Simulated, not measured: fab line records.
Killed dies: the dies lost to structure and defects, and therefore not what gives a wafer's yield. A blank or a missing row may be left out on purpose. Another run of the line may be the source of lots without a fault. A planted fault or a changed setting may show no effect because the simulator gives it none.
fab line records	flow nand-harc
record: lots: 24	wafers: 72	last-day: 33
route steps=1302 shown A_M1@1195 A_BONDPAD@1226 THIN_TSV@1263
lots that met no fault: from a run of the same line without faults
start-h: the number of hours between the record's first day and the start of the first shown wafer of the lot	wait-h: hours from the lot's prior step to this one	" same as the row above	L1.1+2: a row that stands for several wafers	- value missing, or start not given	* or withheld: withheld	< > ~ a bound
route shown NAME@n: a module of which the file shows steps, and the number in the route of the first	usual: mean/standard deviation taken from wafers without a fault	same: alike in all rows	chamber/n: place in a boat	sites: the reading at each site	_std_site: how widely they spread, as a standard deviation	_edge_site: outer sites' mean less inner sites'	radius-mm: for every site, how far away it sits from the centre of the wafer	mask NAME#n: copy n	behind: the tool/chamber that last shaped the wafer	hold: cause of the lot's hold/its duration in hours/its outcome	device: the n, p or np transistor that did not switch	end of line: tests run on the same wafers once the route is complete	a step without rows: its recipe alone	killed: dies lost to structure and defects at the first sort, not the wafer's yield	map: a wafer's dies, x killed, . not, _ none there
set.NAME: the setting that was run; set.NAME@STEP: the one run at that earlier step	model.NAME: the simulator's own value behind a step, which no gauge read
a sample of lots followed through the steps of the route, with each step as a table and each wafer as a row
services: from which hour (start-h, from the record's first day; less than 0 if before it) a tool's chamber was out of use, for how many hours, and why
== steps ==
step: NHARC_A_M1_CMP_23
recipe: t-overpolish-s: 20	target-thk-nm: 154.34
usual: motor-current-A: 12.5/1.1	time-to-endpoint-s: 29/3.2
lot.wafer	tool	chamber	start-h	wait-h	motor-current-A	time-to-endpoint-s
L074.2	cmp-03	0	522.13	-	13.1	25
L074.4	"	2	"	"	12.3	25
L074.6	"	0	"	"	12.7	26
L076.3	cmp-01	2	530.55	-	13.7	32
L076.2	"	0	"	"	15.2	25
L076.5	"	3	"	"	12.7	30
L075.4	cmp-04	0	542.92	-	11.0	32
L075.2	"	3	"	"	11.6	25
L075.6	"	1	"	"	13.1	32
L077.1	cmp-04	1	553.71	-	13.2	33
L077.3	"	3	"	"	11.8	21
L077.4	"	0	"	"	10.7	32
L078.1	cmp-01	0	560.25	-	15.5	27
L078.6	"	1	"	"	12.0	29
L078.5	"	2	"	"	13.7	31
L079.2	cmp-04	3	565.27	-	12.0	24
L079.5	"	1	"	"	13.2	30
L079.6	"	2	"	"	12.4	26
L081.1	cmp-03	2	598.53	-	12.1	27
L081.3	"	0	"	"	13.3	28
L081.6	"	2	"	"	12.3	27
L080.3	cmp-01	2	607.16	-	13.8	34
L080.1	"	0	"	"	15.0	28
L080.2	"	1	"	"	11.9	29
L082.2	cmp-04	2	615.19	-	12.0	30
L082.4	"	3	"	"	11.6	25
L082.6	"	3	"	"	11.0	25
L083.2	cmp-04	2	619.53	-	12.2	24
L083.4	"	1	"	"	13.2	30
L083.5	"	2	"	"	12.0	29
L085.2	cmp-01	1	630.41	-	12.2	29
L085.1	"	2	"	"	13.7	32
L085.6	"	0	"	"	15.6	27
L084.1	cmp-03	3	637.99	-	11.5	26
L084.3	"	0	"	"	13.6	28
L084.6	"	0	"	"	13.0	28
L086.4	cmp-04	0	640.09	-	11.1	35
L086.6	"	0	"	"	10.9	34
L086.5	"	1	"	"	13.1	34
L090.1	cmp-01	0	672.42	-	15.8	26
L090.4	"	3	"	"	12.3	31
L090.6	"	1	"	"	12.6	27
L088.1	cmp-03	2	673.76	-	12.3	32
L088.3	"	0	"	"	12.9	33
L088.5	"	1	"	"	13.1	34
L087.3	cmp-04	1	679.21	-	12.9	31
L087.6	"	1	"	"	13.9	30
L087.5	"	2	"	"	11.9	28
L089.2	cmp-04	1	691.40	-	13.5	34
L089.4	"	2	"	"	12.0	25
L089.6	"	1	"	"	12.8	30
L092.3	cmp-04	3	697.21	-	11.4	26
L092.1	"	0	"	"	11.5	31
L092.5	"	3	"	"	11.4	25
L091.2	cmp-03	3	698.74	-	11.5	27
L091.5	"	1	"	"	12.1	28
L091.6	"	2	"	"	12.4	29
L093.4	cmp-04	2	711.74	-	12.4	24
L093.3	"	3	"	"	11.5	24
L093.5	"	3	"	"	12.3	24
L095.1	cmp-01	0	727.11	-	15.8	25
L095.2	"	1	"	"	12.3	30
L095.6	"	1	"	"	12.0	29
L094.3	cmp-04	2	728.68	-	12.4	28
L094.5	"	3	"	"	11.6	25
L094.6	"	0	"	"	11.5	33
L096.2	cmp-01	1	743.64	-	12.3	32
L096.6	"	1	"	"	12.3	33
L096.5	"	2	"	"	13.4	36
L097.3	cmp-04	0	744.40	-	11.2	32
L097.4	"	3	"	"	11.5	27
L097.6	"	0	"	"	11.0	33
step: NHARC_A_BONDPAD_PRE_CLEAN_26
recipe: time-s: 30	temp-c: 280	gas: H2/He
usual: heater-power-w: 404/34
lot.wafer	tool	chamber	start-h	wait-h	heater-power-w
L074.2	pvd-sputter-01	-	-	-	384
L074.4	"	-	"	"	388
L074.6	"	-	"	"	383
L076.3	pvd-sputter-01	-	-	-	448
L076.2	"	-	"	"	388
L076.5	"	-	"	"	444
L075.2	pvd-sputter-02	-	-	-	340
L075.4	"	-	"	"	430
L075.6	"	-	"	"	451
L077.1	pvd-sputter-03	-	-	-	435
L077.3	"	-	"	"	446
L077.4	"	-	"	"	339
L078.1	pvd-sputter-03	-	-	-	398
L078.6	"	-	"	"	444
L078.5	"	-	"	"	353
L079.2	pvd-sputter-02	-	-	-	424
L079.6	"	-	"	"	343
L079.5	"	-	"	"	381
L081.1	pvd-sputter-01	-	-	-	403
L081.3	"	-	"	"	437
L081.6	"	-	"	"	395
L080.2	pvd-sputter-01	-	-	-	410
L080.1	"	-	"	"	394
L080.3	"	-	"	"	417
L082.4	pvd-sputter-03	-	-	-	442
L082.2	"	-	"	"	431
L082.6	"	-	"	"	350
L083.4	pvd-sputter-01	-	-	-	427
L083.2	"	-	"	"	398
L083.5	"	-	"	"	416
L085.2	pvd-sputter-02	-	-	-	420
L085.1	"	-	"	"	427
L085.6	"	-	"	"	374
L084.1	pvd-sputter-01	-	-	-	423
L084.3	"	-	"	"	394
L084.6	"	-	"	"	420
L086.4	pvd-sputter-03	-	-	-	442
L086.6	"	-	"	"	417
L086.5	"	-	"	"	448
L090.1	pvd-sputter-03	-	-	-	446
L090.4	"	-	"	"	344
L090.6	"	-	"	"	441
L088.1	pvd-sputter-02	-	-	-	340
L088.3	"	-	"	"	408
L088.5	"	-	"	"	421
L087.3	pvd-sputter-03	-	-	-	396
L087.5	"	-	"	"	351
L087.6	"	-	"	"	398
L089.2	pvd-sputter-03	-	-	-	457
L089.4	"	-	"	"	343
L089.6	"	-	"	"	397
L092.1	pvd-sputter-01	-	-	-	457
L092.3	"	-	"	"	418
L092.5	"	-	"	"	403
L091.2	pvd-sputter-02	-	-	-	413
L091.6	"	-	"	"	414
L091.5	"	-	"	"	425
L093.4	pvd-sputter-02	-	-	-	423
L093.3	"	-	"	"	420
L093.5	"	-	"	"	338
L095.1	pvd-sputter-01	-	-	-	403
L095.2	"	-	"	"	435
L095.6	"	-	"	"	404
L094.3	pvd-sputter-01	-	-	-	438
L094.5	"	-	"	"	458
L094.6	"	-	"	"	419
L096.2	pvd-sputter-02	-	-	-	428
L096.5	"	-	"	"	422
L096.6	"	-	"	"	348
L097.4	pvd-sputter-01	-	-	-	450
L097.3	"	-	"	"	389
L097.6	"	-	"	"	441
step: NHARC_A_BONDPAD_PVD_17
recipe: target-thk-a: 50	bias-v: 168.6	power-w: 15000	chamber-pressure-pa: 0.12	time-s: 8.06	substrate-temp-c: 50	material: TaN
usual: bias-v: 168.5/1.8	chamber-pressure-pa: 0.12004/0.00023	throttle-valve-pct: 29.4/1.4
lot.wafer	tool	chamber	start-h	wait-h	bias-v	chamber-pressure-pa	throttle-valve-pct
L074.2	pvd-sputter-01	-	-	-	167.9	0.1202	30.7
L074.4	"	-	"	"	169.5	0.11965	26.5
L074.6	"	-	"	"	169.4	0.12003	29.5
L076.3	pvd-sputter-01	-	-	-	167.7	0.12019	29.0
L076.2	"	-	"	"	170.5	0.11996	28.8
L076.5	"	-	"	"	166.7	0.11981	29.1
L075.2	pvd-sputter-02	-	-	-	170.0	0.1201	28.4
L075.4	"	-	"	"	167.5	0.12013	30.8
L075.6	"	-	"	"	168.4	0.12026	28.2
L077.3	pvd-sputter-03	-	-	-	168.8	0.11992	27.4
L077.4	"	-	"	"	169.8	0.1202	30.1
L077.1	"	-	"	"	168.8	0.11983	31.7
L078.1	pvd-sputter-03	-	-	-	167.1	0.11994	27.4
L078.5	"	-	"	"	166.6	0.11982	27.4
L078.6	"	-	"	"	170.6	0.12022	30.2
L079.2	pvd-sputter-02	-	-	-	168.3	0.12003	28.3
L079.5	"	-	"	"	168.9	0.12002	28.0
L079.6	"	-	"	"	168.1	0.11981	29.3
L081.3	pvd-sputter-01	-	-	-	170.8	0.1198	29.2
L081.1	"	-	"	"	171.4	0.11994	29.7
L081.6	"	-	"	"	168.7	0.12014	28.8
L080.2	pvd-sputter-01	-	-	-	168.7	0.12045	29.7
L080.3	"	-	"	"	167.4	0.1203	26.8
L080.1	"	-	"	"	172.1	0.12053	29.1
L082.2	pvd-sputter-03	-	-	-	171.3	0.11971	31.5
L082.4	"	-	"	"	169.6	0.12014	30.5
L082.6	"	-	"	"	164.5	0.12019	31.6
L083.4	pvd-sputter-01	-	-	-	171.2	0.11982	29.6
L083.2	"	-	"	"	170.6	0.12034	27.0
L083.5	"	-	"	"	169.4	0.11985	29.7
L085.2	pvd-sputter-02	-	-	-	170.2	0.12009	30.6
L085.1	"	-	"	"	170.6	0.12039	27.9
L085.6	"	-	"	"	168.8	0.11964	30.3
L084.1	pvd-sputter-01	-	-	-	166.0	0.12012	28.9
L084.3	"	-	"	"	169.2	0.12063	29.1
L084.6	"	-	"	"	167.9	0.12018	29.1
L086.4	pvd-sputter-03	-	-	-	167.8	0.11972	31.5
L086.6	"	-	"	"	169.6	0.11999	31.5
L086.5	"	-	"	"	169.6	0.12012	31.3
L090.4	pvd-sputter-03	-	-	-	170.5	0.12038	30.4
L090.1	"	-	"	"	168.5	0.11989	31.8
L090.6	"	-	"	"	167.7	0.12001	31.6
L088.1	pvd-sputter-02	-	-	-	169.4	0.11978	29.5
L088.3	"	-	"	"	170.0	0.11999	30.9
L088.5	"	-	"	"	170.0	0.11972	31.1
L087.3	pvd-sputter-03	-	-	-	166.3	0.11993	31.3
L087.6	"	-	"	"	167.6	0.12002	27.6
L087.5	"	-	"	"	169.3	0.11999	30.2
L089.2	pvd-sputter-03	-	-	-	168.6	0.1197	30.1
L089.4	"	-	"	"	173.2	0.12008	31.7
L089.6	"	-	"	"	170.2	0.12017	27.6
L092.1	pvd-sputter-01	-	-	-	171.0	0.12006	29.5
L092.3	"	-	"	"	168.0	0.12022	29.0
L092.5	"	-	"	"	167.3	0.12006	29.8
L091.2	pvd-sputter-02	-	-	-	166.8	0.11986	31.5
L091.6	"	-	"	"	171.0	0.12002	30.0
L091.5	"	-	"	"	166.9	0.12022	29.7
L093.4	pvd-sputter-02	-	-	-	168.6	0.11989	28.3
L093.3	"	-	"	"	170.0	0.1202	29.8
L093.5	"	-	"	"	167.2	0.11967	31.2
L095.1	pvd-sputter-01	-	-	-	169.2	0.11986	29.9
L095.2	"	-	"	"	169.1	0.12029	26.8
L095.6	"	-	"	"	167.9	0.11961	29.0
L094.3	pvd-sputter-01	-	-	-	167.0	0.12003	29.2
L094.5	"	-	"	"	169.3	0.11982	29.9
L094.6	"	-	"	"	168.9	0.12042	27.0
L096.2	pvd-sputter-02	-	-	-	164.2	0.12019	29.5
L096.5	"	-	"	"	167.9	0.12018	29.8
L096.6	"	-	"	"	167.8	0.12001	29.8
L097.3	pvd-sputter-01	-	-	-	165.9	0.12051	29.8
L097.4	"	-	"	"	168.4	0.11996	28.8
L097.6	"	-	"	"	168.0	0.12038	26.7
step: NHARC_THIN_TSV_ETCH_15
recipe: target-depth-a: 30000	bosch-target-overetch-cycles: 2	bosch-etch-step-s: 2.8	bosch-dep-step-s: 1.2	bosch-cycles: 14
usual: drypump-motor-current-A: 5.6/0.3	he-backside-leak-sccm: 2.7/0.32
lot.wafer	tool	chamber	start-h	wait-h	drypump-motor-current-A	he-backside-leak-sccm	rf-hours-counter-h
L074.4	rie-si-01	3	542.88	-	5.7	2.3	0.8
L074.2	"	2	"	"	5.4	2.4	0.8
L074.6	"	3	"	"	5.7	2.4	-
L076.2	rie-si-06	2	548.78	-	5.5	3.0	0.6
L076.3	"	3	"	"	5.4	2.6	0.7
L076.5	"	2	"	"	5.4	2.9	-
L075.2	rie-si-01	0	561.28	-	5.3	2.9	0
L075.4	"	1	"	"	6.0	2.9	0
L075.6	"	3	"	"	5.7	2.4	-
L077.1	rie-si-01	2	571.84	-	5.4	2.3	0.1
L077.4	"	3	"	"	5.7	2.4	0.1
L077.3	"	0	"	"	5.4	2.9	0.1
L078.1	rie-si-06	0	578.61	-	5.8	2.4	0.9
L078.5	"	0	"	"	5.9	2.4	-
L078.6	"	1	"	"	5.8	2.8	-
L079.2	rie-si-04	2	586.61	-	6.5	2.5	0.4
L079.5	"	1	"	"	5.2	2.5	-
L079.6	"	2	"	"	6.6	2.5	-
L081.3	rie-si-04	1	617.03	-	5.2	2.5	0.5
L081.1	"	2	"	"	6.5	2.4	0.6
L081.6	"	0	"	"	5.6	2.7	-
L080.1	rie-si-06	3	626.45	-	5.3	2.7	0.1
L080.2	"	0	"	"	5.8	2.3	0.2
L080.3	"	2	"	"	5.4	2.9	0.1
L082.2	rie-si-01	0	633.64	-	5.4	4.5	0.5
L082.4	"	2	"	"	5.4	2.4	0.4
L082.6	"	0	"	"	5.4	2.8	-
L083.2	rie-si-01	3	638.05	-	5.7	2.3	0.5
L083.4	"	2	"	"	5.4	2.5	0.4
L083.5	"	3	"	"	5.7	2.3	-
L085.2	rie-si-06	2	650.06	-	5.4	2.8	0.2
L085.1	"	0	"	"	5.9	2.4	0.3
L085.6	"	1	"	"	5.8	2.9	-
L084.3	rie-si-01	3	656.14	-	5.7	2.5	0.6
L084.1	"	2	"	"	5.4	2.4	0.5
L084.6	"	0	"	"	5.4	2.9	-
L086.4	rie-si-04	3	657.38	-	5.5	2.9	0.9
L086.6	"	3	"	"	5.5	3.1	-
L086.5	"	0	"	"	5.6	2.7	-
L090.4	rie-si-06	1	690.65	-	5.8	2.8	0.5
L090.1	"	3	"	"	5.3	2.5	0.5
L090.6	"	0	"	"	5.9	2.3	-
L088.1	rie-si-01	2	691.71	-	5.4	2.4	0.6
L088.3	"	0	"	"	5.4	2.9	0.9
L088.5	"	3	"	"	5.7	2.4	-
L087.3	rie-si-06	3	698.25	-	5.3	2.6	0.6
L087.6	"	0	"	"	5.9	2.5	-
L087.5	"	1	"	"	5.8	2.7	-
L089.4	rie-si-04	0	709.98	-	5.6	2.8	0.1
L089.2	"	2	"	"	6.5	2.6	0.0
L089.6	"	0	"	"	5.6	2.7	-
L091.2	rie-si-06	3	715.24	-	5.4	2.6	0.7
L091.6	"	2	"	"	5.4	2.9	-
L091.5	"	3	"	"	5.3	2.6	-
L092.3	rie-si-01	0	716.44	-	5.4	2.9	1.1
L092.1	"	1	"	"	6.1	2.8	0.8
L092.5	"	0	"	"	5.4	2.8	-
L093.3	rie-si-06	3	729.90	-	5.4	2.8	0.8
L093.4	"	0	"	"	5.9	2.4	0.8
L093.5	"	3	"	"	5.3	2.8	-
L094.3	rie-si-06	3	747.45	-	5.3	2.7	0.9
L094.6	"	1	"	"	5.8	2.8	-
L094.5	"	2	"	"	5.4	2.9	-
L095.1	rie-si-01	0	748.63	-	5.4	2.8	0.1
L095.2	"	3	"	"	5.7	2.3	0.1
L095.6	"	0	"	"	5.4	2.8	-
L096.2	rie-si-06	1	762.56	-	5.8	2.9	1.0
L096.6	"	2	"	"	5.4	2.8	-
L096.5	"	3	"	"	5.3	2.6	-
L097.4	rie-si-01	2	763.98	-	5.4	2.4	0.2
L097.3	"	3	"	"	5.7	2.4	0.2
L097.6	"	1	"	"	6.0	2.9	-
step: NHARC_THIN_TSV_CD_MEAS_16
usual: cd-nm: 1000.1/2.4
lot.wafer	tool	chamber	start-h	wait-h	cd-nm
L074.2	cd-sem-01	-	543.02	0.1	1000.6
L074.4	"	-	"	"	998.4
L074.6	"	-	"	"	1003.7
L076.2	cd-sem-02	-	548.92	0.1	999.3
L076.3	"	-	"	"	999.6
L076.5	"	-	"	"	1000.8
L075.2	cd-sem-02	-	561.42	0.1	995.7
L075.4	"	-	"	"	995.0
L075.6	"	-	"	"	1000.7
L077.1	cd-sem-03	-	571.99	0.1	999.1
L077.3	"	-	"	"	996.5
L077.4	"	-	"	"	998.6
L078.1	cd-sem-01	-	578.75	0.1	999.4
L078.5	"	-	"	"	997.0
L078.6	"	-	"	"	997.1
L079.2	cd-sem-01	-	586.74	0.1	1003.7
L079.5	"	-	"	"	1005.9
L079.6	"	-	"	"	1006.3
L081.1	cd-sem-03	-	617.17	0.1	1001.9
L081.3	"	-	"	"	1004.4
L081.6	"	-	"	"	999.5
L080.1	cd-sem-03	-	626.60	0.1	1001.5
L080.2	"	-	"	"	997.9
L080.3	"	-	"	"	1000.3
L082.2	cd-sem-01	-	633.79	0.1	998.7
L082.4	"	-	"	"	999.8
L082.6	"	-	"	"	997.8
L083.2	cd-sem-01	-	638.19	0.1	1000.6
L083.4	"	-	"	"	1000.5
L083.5	"	-	"	"	1000.1
L085.1	cd-sem-02	-	650.19	0.1	1000.1
L085.2	"	-	"	"	1001.1
L085.6	"	-	"	"	1000.2
L084.1	cd-sem-03	-	656.28	0.1	1001.1
L084.3	"	-	"	"	1000.0
L084.6	"	-	"	"	1001.1
L086.4	cd-sem-02	-	657.53	0.1	1001.9
L086.5	"	-	"	"	1000.6
L086.6	"	-	"	"	998.4
L090.1	cd-sem-02	-	690.78	0.1	1000.6
L090.4	"	-	"	"	1004.5
L090.6	"	-	"	"	1004.1
L088.1	cd-sem-03	-	691.86	0.1	1000.8
L088.3	"	-	"	"	1001.3
L088.5	"	-	"	"	1002.4
L087.3	cd-sem-03	-	698.36	0.1	1002.1
L087.5	"	-	"	"	1002.5
L087.6	"	-	"	"	1004.2
L089.2	cd-sem-02	-	710.11	0.1	1003.8
L089.4	"	-	"	"	1001.2
L089.6	"	-	"	"	1000.4
L091.2	cd-sem-01	-	715.38	0.1	997.5
L091.5	"	-	"	"	996.7
L091.6	"	-	"	"	997.6
L092.1	cd-sem-03	-	716.59	0.1	996.2
L092.3	"	-	"	"	996.3
L092.5	"	-	"	"	997.6
L093.3	cd-sem-02	-	730.04	0.1	998.3
L093.4	"	-	"	"	1001.4
L093.5	"	-	"	"	1001.1
L094.3	cd-sem-01	-	747.57	0.1	1000.4
L094.5	"	-	"	"	999.6
L094.6	"	-	"	"	1001.3
L095.1	cd-sem-02	-	748.78	0.1	999.3
L095.2	"	-	"	"	999.3
L095.6	"	-	"	"	998.1
L096.2	cd-sem-01	-	762.67	0.1	997.4
L096.5	"	-	"	"	999.8
L096.6	"	-	"	"	997.3
L097.3	cd-sem-01	-	764.12	0.1	1000.3
L097.4	"	-	"	"	999.0
L097.6	"	-	"	"	1000.5
step: NHARC_THIN_TSV_DESCUM_35
recipe: time-s: 3	o2-flow-sccm: 200	ar-flow-sccm: 0	bias-power-w: 0	chemistry: O2
usual: drypump-motor-current-A: 5.9/0.64	mfc-ar-sccm: 0.003/0.0057	oes-product-au: 0.997/0.012	rf-vpp-V: 57.8/0.88	showerhead-plenum-p-Torr: 1.90/0.089	throttle-valve-pct: 11.312/0.0097
lot.wafer	tool	chamber	start-h	wait-h	drypump-motor-current-A	mfc-ar-sccm	oes-product-au	rf-hours-counter-h	rf-vpp-V	showerhead-plenum-p-Torr	throttle-valve-pct
L074.2	rie-diel-06	3	548.00	-	5.8	0	1.007	4	57.4	1.98	11.316
L074.4	"	0	"	"	5.8	0	1.000	4	55.6	1.87	11.312
L074.6	"	3	"	"	5.8	0	0.998	-	57.3	1.98	11.324
L076.2	rie-diel-06	1	554.07	-	5.9	0	0.997	4	57.6	2.05	11.324
L076.3	"	0	"	"	5.8	0	1.006	4	59.2	1.87	11.316
L076.5	"	1	"	"	5.9	0	1.007	-	58.0	2.05	11.308
L075.4	rie-diel-12	2	566.55	-	6.7	0.011	0.981	9	58.0	1.86	11.299
L075.2	"	0	"	"	6.6	0.003	1.001	9	58.5	1.97	11.317
L075.6	"	2	"	"	6.7	0.011	0.981	-	55.9	1.86	11.319
L077.1	rie-diel-01	0	576.96	-	5.2	0	1.007	0	57.4	1.90	11.303
L077.4	"	1	"	"	5.2	0	1.009	0	57.2	2.02	11.308
L077.3	"	2	"	"	5.9	0	1.009	0	59.6	2.00	11.305
L078.1	rie-diel-12	0	583.87	-	6.6	0.003	1.000	9	56.9	1.97	11.308
L078.5	"	3	"	"	5.9	0	1.016	-	58.0	1.79	11.296
L078.6	"	0	"	"	6.6	0.003	1.013	-	58.3	1.97	11.293
L079.2	rie-diel-12	0	591.83	-	6.6	0.003	0.999	10	58.2	1.97	11.316
L079.6	"	3	"	"	5.9	0	1.013	-	58.3	1.78	11.301
L079.5	"	0	"	"	6.6	0.003	1.001	-	58.1	1.97	11.314
L081.1	rie-diel-06	2	622.45	-	6.6	0.002	1.002	9	56.5	1.90	11.310
L081.3	"	0	"	"	5.8	0	0.999	8	56.8	1.86	11.326
L081.6	"	3	"	"	5.8	0	1.004	-	58.6	1.98	11.319
L080.2	rie-diel-12	3	631.70	-	5.9	0	0.990	0	56.4	1.78	11.300
L080.3	"	0	"	"	6.6	0.003	0.998	0	57.4	1.97	11.305
L080.1	"	1	"	"	4.7	0	1.013	0	58.9	1.78	11.305
L082.2	rie-diel-06	2	638.93	-	6.6	0.002	0.982	10	58.0	1.90	11.321
L082.4	"	3	"	"	5.8	0	1.010	10	60.0	1.98	11.316
L082.6	"	0	"	"	5.8	0	1.006	-	58.3	1.86	11.307
L083.4	rie-diel-12	2	643.32	-	6.7	0.011	0.986	1	58.2	1.86	11.326
L083.2	"	0	"	"	6.6	0.003	1.002	1	58.3	1.97	11.318
L083.5	"	1	"	"	4.7	0	0.999	-	56.7	1.78	11.312
L085.2	rie-diel-01	3	655.37	-	6.5	0.023	0.990	3	59.0	1.84	11.288
L085.1	"	2	"	"	5.9	0	1.001	3	57.4	2.00	11.312
L085.6	"	0	"	"	5.2	0	1.005	-	57.4	1.90	11.321
L084.3	rie-diel-12	1	661.39	-	4.7	0	0.994	2	56.4	1.78	11.302
L084.1	"	3	"	"	5.9	0	0.985	2	57.8	1.78	11.312
L084.6	"	2	"	"	6.7	0.011	0.977	-	56.7	1.86	11.308
L086.4	rie-diel-12	0	662.69	-	6.6	0.003	0.987	1	57.8	1.97	11.315
L086.5	"	1	"	"	4.7	0	1.000	-	57.2	1.78	11.304
L086.6	"	2	"	"	6.7	0.011	0.980	-	57.5	1.86	11.314
L090.1	rie-diel-06	0	695.87	-	5.8	0	0.976	1	57.1	1.86	11.321
L090.4	"	2	"	"	6.6	0.002	1.000	1	57.6	1.90	11.304
L090.6	"	0	"	"	5.8	0	0.983	-	57.4	1.86	11.310
L088.3	rie-diel-01	0	696.99	-	5.2	0	1.015	5	57.3	1.90	11.288
L088.1	"	2	"	"	5.9	0	1.011	5	57.5	2.00	11.311
L088.5	"	1	"	"	5.2	0	1.005	-	56.9	2.01	11.316
L087.3	rie-diel-12	1	703.76	-	4.7	0	0.983	4	57.4	1.78	11.322
L087.5	"	3	"	"	5.9	0	0.980	-	57.3	1.78	11.317
L087.6	"	0	"	"	6.6	0.003	0.989	-	58.1	1.97	11.293
L089.2	rie-diel-06	3	715.13	-	5.8	0	1.010	2	56.3	1.98	11.335
L089.4	"	0	"	"	5.8	0	0.981	2	56.4	1.86	11.312
L089.6	"	1	"	"	5.9	0	1.010	-	57.7	2.05	11.322
L091.2	rie-diel-01	2	720.37	-	5.9	0	1.005	6	58.7	2.00	11.318
L091.6	"	2	"	"	6.0	0	1.008	-	57.9	2.00	11.317
L091.5	"	3	"	"	6.6	0.023	0.994	-	58.8	1.84	11.323
L092.3	rie-diel-06	0	721.58	-	5.8	0	0.985	2	57.8	1.86	11.320
L092.1	"	2	"	"	6.6	0.002	0.990	2	57.5	1.90	11.309
L092.5	"	0	"	"	5.8	0	0.976	-	58.2	1.86	11.317
L093.4	rie-diel-12	1	735.11	-	4.7	0	0.986	6	57.7	1.78	11.322
L093.3	"	2	"	"	6.7	0.011	0.969	6	57.7	1.86	11.308
L093.5	"	1	"	"	4.7	0	0.980	-	57.1	1.78	11.319
L094.3	rie-diel-06	0	752.92	-	5.8	0	0.983	4	57.7	1.86	11.324
L094.5	"	2	"	"	6.6	0.002	0.998	-	57.8	1.90	11.310
L094.6	"	3	"	"	5.8	0	1.018	-	57.2	1.98	11.303
L095.2	rie-diel-01	2	754.22	-	5.9	0	1.011	1	57.0	1.99	11.325
L095.1	"	3	"	"	6.5	0.023	1.001	1	58.5	1.84	11.319
L095.6	"	1	"	"	5.2	0	1.008	-	58.9	2.01	11.329
L096.2	rie-diel-12	3	767.89	-	5.9	0	0.978	6	59.0	1.78	11.329
L096.5	"	3	"	"	5.9	0	0.992	-	57.2	1.78	11.313
L096.6	"	0	"	"	6.6	0.003	1.001	-	58.0	1.97	11.320
L097.3	rie-diel-12	0	769.34	-	6.6	0.003	0.997	6	58.1	1.97	11.328
L097.4	"	1	"	"	4.7	0	0.990	8	57.1	1.78	11.308
L097.6	"	0	"	"	6.6	0.003	0.997	-	57.9	1.97	11.302
== services ==
tool	chamber	start-h	hours	kind
cmp-04	-	503.47	4.0	pm
cmp-04	-	513.12	0.5	repair
rie-si-06	2	515.85	9.4	repair
rie-diel-12	0	526.36	1.6	repair
pvd-sputter-03	-	527.62	10.0	pm
rie-si-01	-	547.00	9.0	pm
pvd-sputter-01	-	562.35	10.5	repair
rie-diel-12	3	574.28	2.8	repair
pvd-sputter-01	-	582.00	10.0	pm
rie-si-06	2	593.39	13.1	repair
cmp-04	-	601.47	4.0	pm
rie-diel-12	-	622.40	9.0	pm
cmp-04	-	631.64	0.6	repair
pvd-sputter-02	-	642.10	10.0	pm
rie-diel-12	0	648.55	7.1	repair
pvd-sputter-01	-	668.13	1.3	repair
pvd-sputter-03	-	669.46	0.9	repair
pvd-sputter-03	-	697.25	1.1	repair
cmp-04	-	699.47	4.0	pm
pvd-sputter-03	-	705.62	10.0	pm
pvd-sputter-01	-	715.25	15.0	repair
rie-diel-12	3	728.75	5.5	repair
pvd-sputter-02	-	739.07	5.1	repair
pvd-sputter-01	-	760.00	10.0	pm
== key ==
fault none
